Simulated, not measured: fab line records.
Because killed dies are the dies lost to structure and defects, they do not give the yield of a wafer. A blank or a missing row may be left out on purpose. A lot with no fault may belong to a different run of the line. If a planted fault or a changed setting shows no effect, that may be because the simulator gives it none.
Matching of chambers	flow n5_finfet	4 sister chambers for N5_SDB_ETCH_17 on rie_diel-05
The step etches SiARC in CF4, target depth 23.4 nm, time 39 s. 14 wafers are shown with their chamber, then 7 later ones without.

## WAFERS WITH THEIR CHAMBER
wafer	chamber	drypump_motor_current_A (A)	throttle_valve_pct (%)	showerhead_plenum_p_Torr (Torr)
L074.1	0	6.4	16.05	2.04
L074.5	0	6.4	16.07	2.04
L074.6	1	5.1	15.37	2.12
L077.2	0	6.4	16.07	2.04
L077.3	3	5.3	15.36	2.14
L077.6	1	5.1	15.42	2.12
L082.4	3	5.3	15.38	2.14
L082.5	1	5.1	15.43	2.12
L082.6	2	5.8	15.13	2.16
L083.1	1	5.2	15.41	2.12
L083.4	0	6.4	16.08	2.04
L083.5	3	5.3	15.38	2.14
L089.3	3	5.3	15.41	2.13
L089.5	2	5.9	15.16	2.15

SIGNATURES (means of the wafers above)
reading	chamber 0	chamber 1	chamber 2	chamber 3	scatter within a chamber
drypump_motor_current_A	6.400	5.125	5.850	5.300	0.0354
throttle_valve_pct	16.0675	15.4075	15.1450	15.3825	0.0207
showerhead_plenum_p_Torr	2.0400	2.1200	2.1550	2.1375	0.00354
Rule: for each reading, subtract the chamber's mean from the wafer's reading, divide by that reading's scatter and square the result; add these up over the readings and take the root, which gives the wafer's distance from the chamber. The wafer belongs to the nearest chamber; if the next one is less than 2 further off, it can't be placed. The scatter is the square root of a quotient: the sum, over the shown wafers, of each reading's squared deviation from its chamber's mean, divided by wafers minus chambers.

## WAFERS WHOSE CHAMBER IS MISSING
wafer	drypump_motor_current_A (A)	throttle_valve_pct (%)	showerhead_plenum_p_Torr (Torr)
L089.6	5.3	15.40	2.13
L096.3	5.8	15.19	2.15
L096.4	6.4	16.17	2.03
L096.5	5.1	15.48	2.11
L097.3	5.8	15.21	2.15
L097.4	5.9	15.20	2.15
L097.6	5.2	15.49	2.11

## EACH ONE'S CHAMBER
wafer	from the rows above	in truth
L089.6	3	3
L096.3	2	2
L096.4	0	0
L096.5	1	1
L097.3	2	2
L097.4	2	2
L097.6	1	1
Placed correctly: 7 of 7. From these rows, 0 cannot be placed. 0 placed wrongly.
